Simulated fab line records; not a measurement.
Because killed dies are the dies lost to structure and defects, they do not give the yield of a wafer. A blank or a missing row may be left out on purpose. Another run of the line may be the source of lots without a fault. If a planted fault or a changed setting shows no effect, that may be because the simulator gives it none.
Lot-split experiment || flow n5 finfet || 21 wafers read across 7 lots, on a route 1938 steps long

== SPLIT DETAILS ==
At N5_BEOL_M5_COAT_22 (resist thk 30 nm), the setting spin rpm was moved away from the recipe's 1500 rpm on 9 of the 21 wafers read, by -10.9% to +6.3%. The other wafers ran this setting at the recipe's value.

== FROM THE SPLIT TO THE READING: what the file shows between them, 5 steps ==
- N5_BEOL_M5_EBR_24
- N5_BEOL_M5_SOFTBAKE_23: time 60 s
- N5_BEOL_M5_EXPOSE_25: exposes mask V4, defocus 10 nm
- N5_BEOL_M5_PEB_26: peb time 60 s
- N5_BEOL_M5_DEVELOP_27: develop time 30 s

== THE READING ==
CAR-EUV_of_BEOL_M5_COAT_22.thk nm (the simulator's own value, which no gauge read), in nm, at N5_BEOL_M5_DESCUM_33 (chemistry O2, time 7 s). The file does not state a usual value for it. The 12 wafers here that ran the recipe average 26.1 nm, standard deviation 0.13 nm.

{"wafer": "L077.1", "tool, chamber at the split": "litho track-03, 0", "spin rpm as run, rpm": 1373, "against the recipe": "-8.5%", "CAR-EUV_of_BEOL_M5_COAT_22.thk nm, nm": 27.2, "against lot-mates on the recipe": "+1.2"}
{"wafer": "L077.2", "tool, chamber at the split": "litho track-03, 0", "spin rpm as run, rpm": 1373, "against the recipe": "-8.5%", "CAR-EUV_of_BEOL_M5_COAT_22.thk nm, nm": 27.4, "against lot-mates on the recipe": "+1.4"}
{"wafer": "L077.6", "tool, chamber at the split": "litho track-03, 0", "spin rpm as run, rpm": 1500, "against the recipe": "recipe", "CAR-EUV_of_BEOL_M5_COAT_22.thk nm, nm": 26, "against lot-mates on the recipe": "-"}
{"wafer": "L076.1", "tool, chamber at the split": "litho track-03, 0", "spin rpm as run, rpm": 1500, "against the recipe": "recipe", "CAR-EUV_of_BEOL_M5_COAT_22.thk nm, nm": 26, "against lot-mates on the recipe": "-"}
{"wafer": "L076.5", "tool, chamber at the split": "litho track-03, 0", "spin rpm as run, rpm": 1500, "against the recipe": "recipe", "CAR-EUV_of_BEOL_M5_COAT_22.thk nm, nm": 26, "against lot-mates on the recipe": "-"}
{"wafer": "L076.3", "tool, chamber at the split": "litho track-03, 0", "spin rpm as run, rpm": 1389, "against the recipe": "-7.4%", "CAR-EUV_of_BEOL_M5_COAT_22.thk nm, nm": 27.2, "against lot-mates on the recipe": "+1.2"}
{"wafer": "L079.4", "tool, chamber at the split": "litho track-05, 0", "spin rpm as run, rpm": 1500, "against the recipe": "recipe", "CAR-EUV_of_BEOL_M5_COAT_22.thk nm, nm": 26.2, "against lot-mates on the recipe": "-"}
{"wafer": "L079.5", "tool, chamber at the split": "litho track-05, 0", "spin rpm as run, rpm": 1439, "against the recipe": "-4.1%", "CAR-EUV_of_BEOL_M5_COAT_22.thk nm, nm": 26.8, "against lot-mates on the recipe": "+0.6"}
{"wafer": "L079.6", "tool, chamber at the split": "litho track-05, 0", "spin rpm as run, rpm": 1439, "against the recipe": "-4.1%", "CAR-EUV_of_BEOL_M5_COAT_22.thk nm, nm": 26.8, "against lot-mates on the recipe": "+0.6"}
{"wafer": "L082.2", "tool, chamber at the split": "litho track-02, 0", "spin rpm as run, rpm": 1500, "against the recipe": "recipe", "CAR-EUV_of_BEOL_M5_COAT_22.thk nm, nm": 26.2, "against lot-mates on the recipe": "-"}
{"wafer": "L082.5", "tool, chamber at the split": "litho track-02, 0", "spin rpm as run, rpm": 1500, "against the recipe": "recipe", "CAR-EUV_of_BEOL_M5_COAT_22.thk nm, nm": 26.2, "against lot-mates on the recipe": "-"}
{"wafer": "L082.3", "tool, chamber at the split": "litho track-02, 0", "spin rpm as run, rpm": 1500, "against the recipe": "recipe", "CAR-EUV_of_BEOL_M5_COAT_22.thk nm, nm": 26.4, "against lot-mates on the recipe": "-"}
{"wafer": "L081.1", "tool, chamber at the split": "litho track-03, 0", "spin rpm as run, rpm": 1400, "against the recipe": "-6.7%", "CAR-EUV_of_BEOL_M5_COAT_22.thk nm, nm": 27, "against lot-mates on the recipe": "+1.0"}
{"wafer": "L081.5", "tool, chamber at the split": "litho track-03, 0", "spin rpm as run, rpm": 1400, "against the recipe": "-6.7%", "CAR-EUV_of_BEOL_M5_COAT_22.thk nm, nm": 27, "against lot-mates on the recipe": "+1.0"}
{"wafer": "L081.6", "tool, chamber at the split": "litho track-03, 0", "spin rpm as run, rpm": 1500, "against the recipe": "recipe", "CAR-EUV_of_BEOL_M5_COAT_22.thk nm, nm": 26, "against lot-mates on the recipe": "-"}
{"wafer": "L087.1", "tool, chamber at the split": "litho track-05, 0", "spin rpm as run, rpm": 1500, "against the recipe": "recipe", "CAR-EUV_of_BEOL_M5_COAT_22.thk nm, nm": 26, "against lot-mates on the recipe": "-"}
{"wafer": "L087.2", "tool, chamber at the split": "litho track-05, 0", "spin rpm as run, rpm": 1500, "against the recipe": "recipe", "CAR-EUV_of_BEOL_M5_COAT_22.thk nm, nm": 26, "against lot-mates on the recipe": "-"}
{"wafer": "L087.4", "tool, chamber at the split": "litho track-05, 0", "spin rpm as run, rpm": 1595, "against the recipe": "+6.3%", "CAR-EUV_of_BEOL_M5_COAT_22.thk nm, nm": 25.2, "against lot-mates on the recipe": -0.8}
{"wafer": "L086.1", "tool, chamber at the split": "litho track-03, 0", "spin rpm as run, rpm": 1500, "against the recipe": "recipe", "CAR-EUV_of_BEOL_M5_COAT_22.thk nm, nm": 26, "against lot-mates on the recipe": "-"}
{"wafer": "L086.2", "tool, chamber at the split": "litho track-03, 0", "spin rpm as run, rpm": 1336, "against the recipe": "-10.9%", "CAR-EUV_of_BEOL_M5_COAT_22.thk nm, nm": 27.8, "against lot-mates on the recipe": "+1.7"}
{"wafer": "L086.4", "tool, chamber at the split": "litho track-03, 0", "spin rpm as run, rpm": 1500, "against the recipe": "recipe", "CAR-EUV_of_BEOL_M5_COAT_22.thk nm, nm": 26.2, "against lot-mates on the recipe": "-"}

THE FIT
A straight line over all 21 wafers: CAR-EUV_of_BEOL_M5_COAT_22.thk nm changes by -0.146 nm for each +1% of spin rpm; r = -0.98; the points scatter about the line by 0.12 nm.
The same after taking each lot's own level away (the mean of its wafers on the recipe; 21 wafers): -0.15 nm for each +1%; r = -0.99; scatter 0.072 nm.
That fit puts the effect of the largest move of spin rpm on the reading at 1.6 nm.
Measured against the standard deviation above, the lots' own levels, which go from 26.00 to 26.27 nm, span 2.1 times it.
So the lot-to-lot level changes the slope little: the two slopes agree.
Check: +1.64 nm against its lot-mates is what the line predicts for one of the wafers moved furthest among these (-10.9%) when that wafer is left out of the fit. Against them it came out at +1.7 nm.

== THE WHOLE CHAIN: every reading that the file lists as answering this split, in the file's order ==
{"step": "N5_BEOL_M5_COAT_22", "what it does": "resist thk 30 nm", "reading": "CAR-EUV_of_BEOL_M5_COAT_22.thk nm (the simulator's own value, which no gauge read)", "change (the file's fit)": "-0.158 nm for each +1% of the setting", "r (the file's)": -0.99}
{"step": "N5_BEOL_M5_DEVELOP_27", "what it does": "develop time 30 s", "reading": "CAR-EUV_of_BEOL_M5_COAT_22.thk nm (the simulator's own value, which no gauge read)", "change (the file's fit)": "-0.165 nm for each +1% of the setting", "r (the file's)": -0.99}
{"step": "N5_BEOL_M5_DESCUM_33", "what it does": "chemistry O2, time 7 s", "reading": "CAR-EUV_of_BEOL_M5_COAT_22.thk nm (the simulator's own value, which no gauge read)", "change (the file's fit)": "-0.152 nm for each +1% of the setting", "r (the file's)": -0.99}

== THE FILE'S OWN FIT ==
CAR-EUV_of_BEOL_M5_COAT_22.thk nm changes by -0.152 nm for each +1% of spin rpm, r = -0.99.
